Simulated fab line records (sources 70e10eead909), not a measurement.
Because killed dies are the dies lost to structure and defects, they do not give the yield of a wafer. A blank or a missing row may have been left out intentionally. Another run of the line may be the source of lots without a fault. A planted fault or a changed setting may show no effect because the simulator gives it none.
fab line records ; flow nandHarc
[record] lots = 5; wafers = 15; lastDay = 33
route steps=1302 shown P_GATE@170 END@1302
lots that met no fault: taken from a fault-free run of the same line
startH: hours from the record's first day to the start of the lot's first wafer shown ; waitH: time in hours since the lot's previous step ; " as in the row above ; L1.1+2: a row that stands for several wafers ; - no value, or no start was given ; * or withheld: withheld ; < > ~ a bound
route shown NAME@n: NAME is a module with steps in the file, n the number in the route of the first one ; usual: the fault-free wafers' mean and standard deviation ; same: alike in all rows ; chamber/n: place in a boat ; sites: the reading at each site ; _std_site: standard deviation across them ; _edge_site: outer sites' mean less inner sites' ; radiusMm: for every site, how far away it sits from the centre of the wafer ; mask NAME#n: copy n ; behind: the most recent tool/chamber to have shaped the wafer ; hold: cause of the lot's hold/its duration in hours/its outcome ; device: which transistor (n, p or np) failed to switch ; end of line: the route-end tests of the same wafers ; a step given without rows: its recipe and nothing more ; killed: the dies lost at the first sort to structure and to defects; this is not the yield of the wafer ; map: dies across one wafer; x = killed, . = not, _ = none there
set.NAME: the setting that was run; set.NAME@STEP: the one run at that earlier step ; model.NAME: the simulator's own value behind a step, which no gauge read
lots at selected steps of the route; one table per step, one row per wafer
services: a tool's chamber out of use, with start hour (startH, from the record's first day; less than 0 if before it), hours out, and reason
[[steps]]
[step NHARC_P_GATE_CD_MEAS_46]
[recipe] targetCdNm = 720; landingEnergyEv = 500
[usual] cdNm = 719.8/1.4
lot.wafer;tool;chamber;startH;waitH;cdNm
L581.1;cdSem-03;0;114.37;-;718.3
L581.4;cdSem-03;0;114.37;-;720.5
L581.5;cdSem-03;0;114.37;-;721.2
L588.1;cdSem-01;0;179.62;-;720.4
L588.4;cdSem-01;0;179.62;-;720.1
L588.6;cdSem-01;0;179.62;-;720.0
L594.1;cdSem-02;0;238.26;-;719.3
L594.3;cdSem-02;0;238.26;-;719.6
L594.4;cdSem-02;0;238.26;-;718.8
L595.2;cdSem-02;0;255.31;-;720.7
L595.3;cdSem-02;0;255.31;-;721.2
L595.5;cdSem-02;0;255.31;-;721.2
L603.1;cdSem-01;0;331.02;-;721.1
L603.5;cdSem-01;0;331.02;-;722.0
L603.6;cdSem-01;0;331.02;-;719.3
[step NHARC_P_GATE_HARDBAKE_47]
[recipe] tempC = 125; timeS = 80
[step NHARC_P_GATE_DESCUM_48]
[recipe] timeS = 3; o2FlowSccm = 200; arFlowSccm = 0; biasPowerW = 0; chemistry = O2
[usual] drypumpMotorCurrentA = 5.8/0.46; oesProductAu = 1.000/0.0077; rfVppV = 58.0/0.97; showerheadPlenumPTorr = 1.95/0.079; throttleValvePct = 11.312/0.009
[same] timeS = 3
lot.wafer;tool;chamber;startH;waitH;drypumpMotorCurrentA;oesProductAu;rfHoursCounterH;rfVppV;showerheadPlenumPTorr;throttleValvePct
L581.4;rieDiel-05;1;114.53;-;6.0;1.013;2.1;57.8;1.91;11.307
L581.1;rieDiel-05;0;114.53;-;5.5;0.999;1.6;57.9;2.01;11.310
L581.5;rieDiel-05;2;114.53;-;5.7;1.005;-;58.0;2.07;11.309
L588.4;rieDiel-05;0;179.78;-;5.4;0.998;4.7;59.3;2.01;11.303
L588.1;rieDiel-05;1;179.78;-;6.0;0.996;5.6;57.4;1.91;11.323
L588.6;rieDiel-05;0;179.78;-;5.5;1.000;-;56.9;2.01;11.306
L594.3;rieDiel-04;0;238.42;-;6.6;0.997;1.9;56.8;1.87;11.311
L594.4;rieDiel-04;1;238.42;-;5.5;0.989;1.4;57.8;2.04;11.308
L594.1;rieDiel-04;3;238.42;-;5.7;0.987;1.9;59.1;1.92;11.297
L595.2;rieDiel-03;3;255.47;-;5.6;0.994;8.6;57.1;1.89;11.316
L595.3;rieDiel-03;2;255.47;-;5.0;1.004;8.5;58.3;1.92;11.328
L595.5;rieDiel-03;0;255.47;-;6.5;1.001;-;57.8;2.00;11.297
L603.1;rieDiel-03;1;331.22;-;6.1;0.989;1.9;57.8;1.89;11.315
L603.5;rieDiel-03;2;331.22;-;5.0;0.997;-;56.6;1.92;11.330
L603.6;rieDiel-03;3;331.22;-;5.6;0.983;-;57.7;1.88;11.296
[step NHARC_P_GATE_IMPLANT_49]
[recipe] energyKev = 30; doseCm2 = 3e+15; tiltDeg = 7
[step NHARC_P_GATE_STRIP_111]
[recipe] powerW = 1500; tempC = 110; timeS = 250; chemistry = N2/H2
[usual] drypumpMotorCurrentA = 5.9/0.41; heaterPowerW = 93/9.2
[same] timeS = 250
lot.wafer;tool;chamber;startH;waitH;drypumpMotorCurrentA;heaterPowerW;rfHoursCounterH
L581.1;plasmaAsher-02;0;114.95;0.2;6.2;104;6
L581.4;plasmaAsher-02;1;114.95;0.2;5.7;95;-
L581.5;plasmaAsher-02;1;114.95;0.2;5.7;94;-
L588.1;plasmaAsher-02;1;180.19;0.2;5.7;91;21
L588.4;plasmaAsher-02;1;180.19;0.2;5.7;88;-
L588.6;plasmaAsher-02;1;180.19;0.2;5.7;93;-
L594.1;plasmaAsher-02;0;238.83;0.2;6.3;105;31
L594.4;plasmaAsher-02;1;238.83;0.2;5.7;92;-
L594.3;plasmaAsher-02;0;238.83;0.2;6.2;103;-
L595.2;plasmaAsher-01;1;255.89;0.2;5.2;87;17
L595.3;plasmaAsher-01;0;255.89;0.2;6.4;79;-
L595.5;plasmaAsher-01;1;255.89;0.2;5.2;86;-
L603.1;plasmaAsher-01;1;331.60;0.2;5.2;86;32
L603.5;plasmaAsher-01;0;331.60;0.2;6.4;80;-
L603.6;plasmaAsher-01;1;331.60;0.2;5.2;88;-
[step NHARC_P_GATE_STRIP_75]
[recipe] powerW = 1500; tempC = 250; chemistry = O2
[usual] drypumpMotorCurrentA = 5.9/0.41; heaterPowerW = 350/34
lot.wafer;tool;chamber;startH;waitH;drypumpMotorCurrentA;heaterPowerW;rfHoursCounterH
L581.1;plasmaAsher-02;0;115.22;0.2;6.2;393;6
L581.4;plasmaAsher-02;1;115.22;0.2;5.8;339;-
L581.5;plasmaAsher-02;1;115.22;0.2;5.7;343;-
L588.1;plasmaAsher-02;1;180.46;0.2;5.7;345;22
L588.4;plasmaAsher-02;1;180.46;0.2;5.7;334;-
L588.6;plasmaAsher-02;1;180.46;0.2;5.7;341;-
L594.1;plasmaAsher-02;0;239.10;0.2;6.2;401;32
L594.4;plasmaAsher-02;1;239.10;0.2;5.7;349;-
L594.3;plasmaAsher-02;0;239.10;0.2;6.2;390;-
L595.2;plasmaAsher-01;1;256.16;0.2;5.2;327;17
L595.3;plasmaAsher-01;0;256.16;0.2;6.4;295;-
L595.5;plasmaAsher-01;1;256.16;0.2;5.2;321;-
L603.1;plasmaAsher-01;1;331.86;0.2;5.2;323;32
L603.5;plasmaAsher-01;0;331.86;0.2;6.4;306;-
L603.6;plasmaAsher-01;1;331.86;0.2;5.2;323;-
[step NHARC_P_GATE_STRIP_50]
[recipe] timeS = 900; tempC = 130; chemistry = SPM
[step NHARC_P_GATE_DEHYDRATE_51]
[recipe] tempC = 150; timeS = 120
[step NHARC_P_GATE_HMDS_52]
[recipe] timeS = 30
[step NHARC_P_GATE_COAT_53]
[recipe] spinRpm = 3000
[step NHARC_P_GATE_SOFTBAKE_54]
[recipe] tempC = 122; timeS = 95
[step NHARC_P_GATE_EBR_55]
[step NHARC_P_GATE_EXPOSE_56]
[recipe] na = 0.6; targetCdNm = 720; doseMj = 14.81; maskId = P_PSD
[usual] stageVelMmS = 500.06/0.27
lot.wafer;tool;chamber;startH;waitH;mask;stageVelMmS
L581.1;krfScanner-03;0;115.97;-;P_PSD#0;499.85
L581.4;krfScanner-03;0;115.97;-;P_PSD#0;499.63
L581.5;krfScanner-03;0;115.97;-;P_PSD#0;499.89
L588.1;krfScanner-04;0;181.21;-;P_PSD#0;500.05
L588.4;krfScanner-04;0;181.21;-;P_PSD#0;500.01
L588.6;krfScanner-04;0;181.21;-;P_PSD#0;500.09
L594.1;krfScanner-03;0;239.85;-;P_PSD_R1#0;500.27
L594.3;krfScanner-03;0;239.85;-;P_PSD_R1#0;499.84
L594.4;krfScanner-03;0;239.85;-;P_PSD_R1#0;499.89
L595.2;krfScanner-02;0;256.92;-;P_PSD#0;500.00
L595.3;krfScanner-02;0;256.92;-;P_PSD#0;500.23
L595.5;krfScanner-02;0;256.92;-;P_PSD#0;500.19
L603.1;krfScanner-04;0;332.50;-;P_PSD#0;500.28
L603.5;krfScanner-04;0;332.50;-;P_PSD#0;499.49
L603.6;krfScanner-04;0;332.50;-;P_PSD#0;500.02
[step NHARC_P_GATE_PEB_57]
[recipe] pebTempC = 118; pebTimeS = 85
[step NHARC_P_GATE_DEVELOP_58]
[recipe] timeS = 70
[step NHARC_P_GATE_CD_MEAS_59]
[recipe] targetCdNm = 720; landingEnergyEv = 500
[usual] cdNm = 720.6/1.4
lot.wafer;tool;chamber;startH;waitH;cdNm
L581.1;cdSem-01;0;116.13;-;719.6
L581.4;cdSem-01;0;116.13;-;720.4
L581.5;cdSem-01;0;116.13;-;718.3
L588.1;cdSem-01;0;181.37;-;720.6
L588.4;cdSem-01;0;181.37;-;720.1
L588.6;cdSem-01;0;181.37;-;720.4
L594.1;cdSem-01;0;240.01;-;711.3
L594.3;cdSem-01;0;240.01;-;712.0
L594.4;cdSem-01;0;240.01;-;713.3
L595.2;cdSem-02;0;257.08;-;723.1
L595.3;cdSem-02;0;257.08;-;723.8
L595.5;cdSem-02;0;257.08;-;724.1
L603.1;cdSem-01;0;332.65;-;720.5
L603.5;cdSem-01;0;332.65;-;723.3
L603.6;cdSem-01;0;332.65;-;721.4
[step NHARC_P_GATE_HARDBAKE_60]
[recipe] tempC = 125; timeS = 80
[step NHARC_END_SORT_01]
[recipe] tempC = 25
[usual] killedAtArray = 61/22; killedAtOther = 0.8/1; killedAtPeriphery = 3.8/2.3; killedDies = 66/22; killedOpen = 3.2/1.9; killedShort = 2.8/1.8
[same] grossDies = 677
lot.wafer;tool;chamber;startH;waitH;killedAtArray;killedAtOther;killedAtPeriphery;killedDies;killedOpen;killedShort
L581.1;prober-01;0;582.01;2.4;19;0;6;25;1;1
L581.4;prober-01;0;584.43;3.4;23;1;4;28;6;2
L581.5;prober-01;0;585.23;3.7;17;1;1;19;5;0
L588.1;prober-02;0;639.49;2.5;44;1;4;49;5;10
L588.4;prober-02;0;641.87;3.4;43;1;2;46;3;1
L588.6;prober-02;0;643.45;4.0;36;0;2;38;1;4
L594.1;prober-02;0;696.44;2.5;86;2;3;91;7;4
L594.3;prober-02;0;697.99;3.1;66;1;4;71;4;2
L594.4;prober-02;0;698.76;3.3;88;1;5;94;4;3
// killed by level:class
L581.1 A_CONTACT:chamberFilmFlake=7 A_CHANNEL_HOLE_D2:chamberFilmFlake=6 P_M1:chamberFilmFlake=2 A_M1:chamberFilmFlake=2 P_M0:geometricParticle:open=1 A_BLC:geometricParticle:short=1 P_ZERO_WELL:chamberFilmFlake=1 P_CONTACT:chamberFilmFlake=1
L581.4 A_CHANNEL_HOLE_D2:chamberFilmFlake=12 P_M0:geometricParticle:open=2 A_CHANNEL_FILL_D1:geometricParticle:open=2 A_CHANNEL_HOLE_D1:chamberFilmFlake=2 A_STAIRCASE:chamberFilmFlake=2 P_CONTACT:geometricParticle:open=1 A_CHANNEL_FILL_D1:geometricParticle:short=1 A_DECK1_JOINT:geometricParticle:short=1
L581.5 A_CHANNEL_HOLE_D2:chamberFilmFlake=7 A_CHANNEL_FILL_D1:geometricParticle:open=3 A_CHANNEL_HOLE_D1:chamberFilmFlake=2 A_M0:geometricParticle:open=1 P_M2:chamberFilmFlake=1 STARTING-WAFER:geometricParticle:open=1 A_CHANNEL_FILL_D1:chamberFilmFlake=1 A_STAIRCASE:chamberFilmFlake=1
L588.1 A_CHANNEL_HOLE_D2:chamberFilmFlake=18 A_CHANNEL_FILL_D1:geometricParticle:short=6 A_CONTACT:chamberFilmFlake=4 A_CHANNEL_HOLE_D1:chamberFilmFlake=3 A_STAIRCASE:chamberFilmFlake=2 A_SLIT:chamberFilmFlake=2 A_BONDPAD:chamberFilmFlake=2 P_CONTACT:geometricParticle:short=1
L588.4 A_CHANNEL_HOLE_D2:chamberFilmFlake=16 A_CONTACT:chamberFilmFlake=10 A_BONDPAD:chamberFilmFlake=4 A_SLIT:chamberFilmFlake=3 P_STI:chamberFilmFlake=2 A_CHANNEL_HOLE_D1:chamberFilmFlake=2 A_CHANNEL_FILL_D1:geometricParticle:open=1 A_CHANNEL_FILL_D2:geometricParticle:open=1
L588.6 A_CHANNEL_HOLE_D2:chamberFilmFlake=15 A_CONTACT:chamberFilmFlake=5 A_BONDPAD:chamberFilmFlake=4 A_CHANNEL_HOLE_D1:chamberFilmFlake=3 A_WL_FILL:chamberFilmFlake=2 P_GATE:geometricParticle:open=1 A_CHANNEL_FILL_D1:geometricParticle:short=1 A_DECK1_JOINT:geometricParticle:short=1
L594.1 A_SLIT:chamberFilmFlake=35 A_CHANNEL_HOLE_D1:chamberFilmFlake=32 A_CONTACT:chamberFilmFlake=6 A_STAIRCASE:chamberFilmFlake=2 A_M0:chamberFilmFlake=2 P_CONTACT:geometricParticle:open=1 P_M1:geometricParticle:open=1 A_SOURCE_PLATE:geometricParticle:short=1
L594.3 A_CHANNEL_HOLE_D1:chamberFilmFlake=30 A_SLIT:chamberFilmFlake=21 A_WL_FILL:chamberFilmFlake=3 A_CONTACT:chamberFilmFlake=3 P_GATE:chamberFilmFlake=2 A_STAIRCASE:chamberFilmFlake=2 P_GATE:geometricParticle:open=1 P_CONTACT:geometricParticle:open=1
L594.4 A_SLIT:chamberFilmFlake=38 A_CHANNEL_HOLE_D1:chamberFilmFlake=35 A_CONTACT:chamberFilmFlake=4 A_WL_FILL:chamberFilmFlake=3 P_GATE:geometricParticle:open=1 P_CONTACT:geometricParticle:short=1 A_ONON_D1:geometricParticle:short=1 A_CHANNEL_HOLE_D1:geometricParticle:short=1
[[services]]
tool;chamber;startH;hours;kind
krfScanner-02;-;94.00;4.0;pm
rieDiel-03;-;97.94;16.5;repair
krfScanner-03;-;118.57;0.3;repair
rieDiel-03;0;135.67;5.0;repair
krfScanner-02;-;161.06;0.4;repair
plasmaAsher-01;-;165.00;9.0;pm
krfScanner-02;-;174.97;2.3;repair
rieDiel-04;-;177.90;9.0;pm
krfScanner-04;-;182.00;4.0;pm
krfScanner-03;-;212.64;0.1;repair
plasmaAsher-02;-;222.32;1.9;repair
krfScanner-03;-;224.12;4.0;pm
rieDiel-05;-;229.60;9.0;pm
rieDiel-05;2;248.70;1.9;repair
plasmaAsher-02;-;249.00;9.0;pm
rieDiel-03;2;255.55;3.6;repair
plasmaAsher-01;-;264.48;3.5;repair
rieDiel-03;3;266.55;14.2;repair
krfScanner-04;-;270.81;2.7;repair
rieDiel-05;2;276.29;23.8;repair
rieDiel-03;-;291.41;9.0;pm
krfScanner-04;-;306.21;0.3;repair
rieDiel-05;2;311.35;4.4;repair
rieDiel-03;1;322.78;5.0;repair
[[key]]
[firstSign] step = NHARC_P_GATE_EXPOSE_56; reading = mask; direction = changed
[effect] step = NHARC_P_GATE_CD_MEAS_59; reading = cdNm; direction = down; sigmas = 5.9; usual = 720.6; struck = 712.2
metAt NHARC_P_GATE_EXPOSE_56
struckWafers L594.1,L594.3,L594.4
testerLeftOut L594
onsetBetween 115.97 239.85
[fault] kind = wrongMask; tool = any; chamber = -; onsetH = 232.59; steps = NHARC_P_GATE_EXPOSE_56; auxCopy = P_PSD_R1#0; cdOffsetNm = -8.4292; scope = struckLotsOnly
// testerLeftOut: of these lots the tester's yield and bins aren't shown, on N5 and GAA mostly nor the transistor test; their killed dies are dies lost to structure and defects alone, not to doping, threshold or leakage, so they don't give the yield
